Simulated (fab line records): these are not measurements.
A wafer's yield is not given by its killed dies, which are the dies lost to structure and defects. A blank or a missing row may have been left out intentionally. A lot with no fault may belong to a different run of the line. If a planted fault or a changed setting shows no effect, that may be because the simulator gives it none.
Split-lot experiment ; flow n5-finfet ; 21 wafers read from 7 lots, route of 1938 steps

SPLIT DETAILS
At N5_GATE_CUT_ALD_22 (deposits SiNx, target thk 16 nm, pulse time 1 s, ald cycles 320), the setting ald-cycles was moved away from the recipe's 320 on 3 of the 21 wafers read, by -11.6% to +13.4%. The other wafers ran this setting at the recipe's value.

The split's own step is where the reading is taken.

THE READING
SiNx_of_GATE_CUT_ALD_22.thk-nm (the simulator's own value, which no gauge read), in nm, at N5_GATE_CUT_ALD_22 (deposits SiNx, target thk 16 nm, pulse time 1 s, ald cycles 320). The file gives no usual value for it. The 18 wafers here that ran the recipe average 16.0 nm, standard deviation 0.092 nm.

wafer;tool, chamber at the split;ald-cycles as run;against the recipe;SiNx_of_GATE_CUT_ALD_22.thk-nm, nm;against lot-mates on the recipe
L080.4;ald-sin-04, 1,2,3;320;recipe;16;-
L080.5;ald-sin-04, 1,2,3;320;recipe;16;-
L080.6;ald-sin-04, 1,2,3;320;recipe;16;-
L082.1;ald-sin-03, 3,0,1;320;recipe;16;-
L082.3;ald-sin-03, 3,0,1;320;recipe;16;-
L082.4;ald-sin-03, 3,0,1;320;recipe;16;-
L083.1;ald-sin-04, 1;320;recipe;16.2;-
L083.3;ald-sin-04, 3,2;320;recipe;16;-
L083.4;ald-sin-04, 3,2;320;recipe;16;-
L085.1;ald-sin-01, 0;320;recipe;15.8;-
L085.2;ald-sin-01, 2,1;320;recipe;16;-
L085.3;ald-sin-01, 2,1;320;recipe;16;-
L087.3;ald-sin-01, 0;320;recipe;15.8;-
L087.4;ald-sin-01, 1,3;320;recipe;16;-
L087.6;ald-sin-01, 1,3;320;recipe;16;-
L092.1;ald-sin-04, 0;320;recipe;15.8;-
L092.4;ald-sin-04, 2;320;recipe;16;-
L092.5;ald-sin-04, 2;363;+13.4%;18;+2.1
L093.1;ald-sin-03, 2,0;283;-11.6%;14.2;-1.8
L093.6;ald-sin-03, 2,0;283;-11.6%;14.2;-1.8
L093.4;ald-sin-03, 0;320;recipe;16;-
Where a row lists several chambers, the file gives one row for several wafers and doesn't say which wafer went through which chamber.

THE FIT
A straight line over all 21 wafers: SiNx_of_GATE_CUT_ALD_22.thk-nm changes by +0.152 nm for each +1% of ald-cycles; r = +0.99; the points scatter about the line by 0.089 nm.
The same after taking each lot's own level away (the mean of its wafers on the recipe; 21 wafers): +0.156 nm for each +1%; r = +1.00; scatter 0.073 nm.
The reading moves by 2.1 nm for the largest change in ald-cycles, on that fit.
The lots' own levels span 15.90 to 16.07 nm, that is 1.8 times the standard deviation above.
The two slopes are in agreement: the lot-to-lot level therefore moves the slope only a little.
Check: for one of the wafers moved furthest among these (+13.4%), held out of the fit, the line's prediction against its lot-mates is +2.09 nm. It came out at +2.1 nm against them.

OTHER SPLITS ON THESE WAFERS
Before the reading, these wafers also passed through other splits. Each is held against what the fit with the lots' levels taken away leaves over:
other split on the same wafers;wafers away from the commonest value;r with SiNx_of_GATE_CUT_ALD_22.thk-nm (lot level and that fit taken away)
N5_GATE_CUT_COAT_27 spin-rpm;8;+0.04
N5_GATE_CUT_ETCH_36 cf4-flow-sccm;4;-0.39

FILE'S OWN FIT
SiNx_of_GATE_CUT_ALD_22.thk-nm changes by +0.156 nm for each +1% of ald-cycles, r = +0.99.
